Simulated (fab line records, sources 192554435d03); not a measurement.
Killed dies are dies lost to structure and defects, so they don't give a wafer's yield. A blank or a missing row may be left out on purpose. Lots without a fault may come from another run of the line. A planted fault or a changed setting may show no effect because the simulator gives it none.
Split-lot experiment | flow n5_finfet | 7 lots, 39 wafers read, on a route of 1938 steps

THE SPLIT
At N5_DUMMY_GATE_ETCH_37 (etches SOC in N2/H2, target depth 60 nm, overetch 30 nm), the setting source_w was moved away from the recipe's 840 W on 15 of the 39 wafers read, by -14.5% to +10.7%. The other wafers ran this setting at the recipe's value.

The reading is taken at the split's own step.

THE READING
rf_vpp_V, in V, at N5_DUMMY_GATE_ETCH_37 (etches SOC in N2/H2, target depth 60 nm, overetch 30 nm). Fault-free wafers of this fab line usually give 524.0 V, standard deviation 2.5 V.

wafer  | tool, chamber at the split | source_w as run, W | against the recipe | rf_vpp_V, V | against lot-mates on the recipe
L076.1 | rie_diel-01, 0             | 840                | recipe             | 524.2       | -
L076.2 | rie_diel-01, 2             | 840                | recipe             | 528.6       | -
L076.3 | rie_diel-01, 3             | 840                | recipe             | 520.0       | -
L076.4 | rie_diel-01, 0             | 840                | recipe             | 525.2       | -
L076.5 | rie_diel-01, 3             | 840                | recipe             | 523.0       | -
L076.6 | rie_diel-01, 2             | 840                | recipe             | 526.3       | -
L083.1 | rie_diel-01, 0             | 840                | recipe             | 524.9       | -
L083.2 | rie_diel-01, 3             | 840                | recipe             | 520.1       | -
L083.3 | rie_diel-01, 2             | 772.8              | -8.0%              | 541.3       | +18.6
L083.4 | rie_diel-01, 1             | 840                | recipe             | 523.2       | -
L083.5 | rie_diel-01, 1             | 772.8              | -8.0%              | 537.8       | +15.1
L083.6 | rie_diel-01, 2             | 772.8              | -8.0%              | 541.4       | +18.7
L084.1 | rie_diel-02, 0             | 840                | recipe             | 522.6       | -
L084.2 | rie_diel-02, 1             | 732.5              | -12.8%             | 550.5       | +25.8
L084.3 | rie_diel-02, 2             | 840                | recipe             | 524.2       | -
L084.4 | rie_diel-02, 2             | 732.5              | -12.8%             | 547.6       | +22.9
L084.5 | rie_diel-02, 0             | 732.5              | -12.8%             | 544.8       | +20.1
L084.6 | rie_diel-02, 1             | 840                | recipe             | 527.3       | -
L088.2 | rie_diel-02, 2             | 840                | recipe             | 522.3       | -
L088.5 | rie_diel-02, 1             | 840                | recipe             | 526.1       | -
L088.6 | rie_diel-02, 0             | 840                | recipe             | 523.1       | -
L090.1 | rie_diel-01, 2             | 718.6              | -14.5%             | 556.0       | +34.7
L090.2 | rie_diel-01, 0             | 840                | recipe             | 523.4       | -
L090.3 | rie_diel-01, 3             | 840                | recipe             | 521.2       | -
L090.4 | rie_diel-01, 1             | 718.6              | -14.5%             | 550.8       | +29.5
L090.5 | rie_diel-01, 0             | 718.6              | -14.5%             | 552.3       | +31.0
L090.6 | rie_diel-01, 3             | 840                | recipe             | 519.4       | -
L092.1 | rie_diel-01, 0             | 840                | recipe             | 523.5       | -
L092.2 | rie_diel-01, 3             | 929.9              | +10.7%             | 502.8       | -22.0
L092.3 | rie_diel-01, 1             | 929.9              | +10.7%             | 506.1       | -18.7
L092.4 | rie_diel-01, 2             | 840                | recipe             | 528.1       | -
L092.5 | rie_diel-01, 1             | 840                | recipe             | 522.7       | -
L092.6 | rie_diel-01, 0             | 929.9              | +10.7%             | 505.7       | -19.1
L093.1 | rie_diel-01, 0             | 840                | recipe             | 524.3       | -
L093.2 | rie_diel-01, 3             | 840                | recipe             | 520.6       | -
L093.3 | rie_diel-01, 1             | 729.4              | -13.2%             | 548.6       | +24.9
L093.4 | rie_diel-01, 2             | 840                | recipe             | 526.3       | -
L093.5 | rie_diel-01, 0             | 729.4              | -13.2%             | 547.8       | +24.1
L093.6 | rie_diel-01, 3             | 729.4              | -13.2%             | 545.6       | +21.9

THE FIT
A straight line over all 39 wafers: rf_vpp_V changes by -1.88 V for each +1% of source_w; r = -0.98; the points scatter about the line by 2.4 V.
The same after taking each lot's own level away (the mean of its wafers on the recipe; 39 wafers): -1.94 V for each +1%; r = -0.98; scatter 2.5 V.
On that fit, the largest move of source_w shifts the reading by 28 V.
The lots' own levels span 521.33 to 524.77 V, that is 1.4 times the standard deviation above.
So the lot-to-lot level changes the slope little: the two slopes agree.
Check: with one of the wafers moved furthest among these (-14.5%) left out of the fit, the line predicts +27.6 V for it against its lot-mates. It came out at +34.7 V against them.
Tool readings at the split's step, against how far the setting was moved: rf_vpp_V r = -0.98.

THE WHOLE CHAIN: every reading that the file lists as answering this split, in the file's order
step                  | what it does                                            | reading                                                                             | change (the file's fit)               | r (the file's)
N5_DUMMY_GATE_ETCH_37 | etches SOC in N2/H2, target depth 60 nm, overetch 30 nm | rf_vpp_V                                                                            | -1.95 V for each +1% of the setting   | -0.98
N5_DUMMY_GATE_ETCH_37 | etches SOC in N2/H2, target depth 60 nm, overetch 30 nm | SiARC_of_DUMMY_GATE_COAT_35.thk_nm (the simulator's own value, which no gauge read) | -0.033 nm for each +1% of the setting | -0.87

THE FILE'S OWN FIT
rf_vpp_V changes by -1.95 V for each +1% of source_w, r = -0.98.
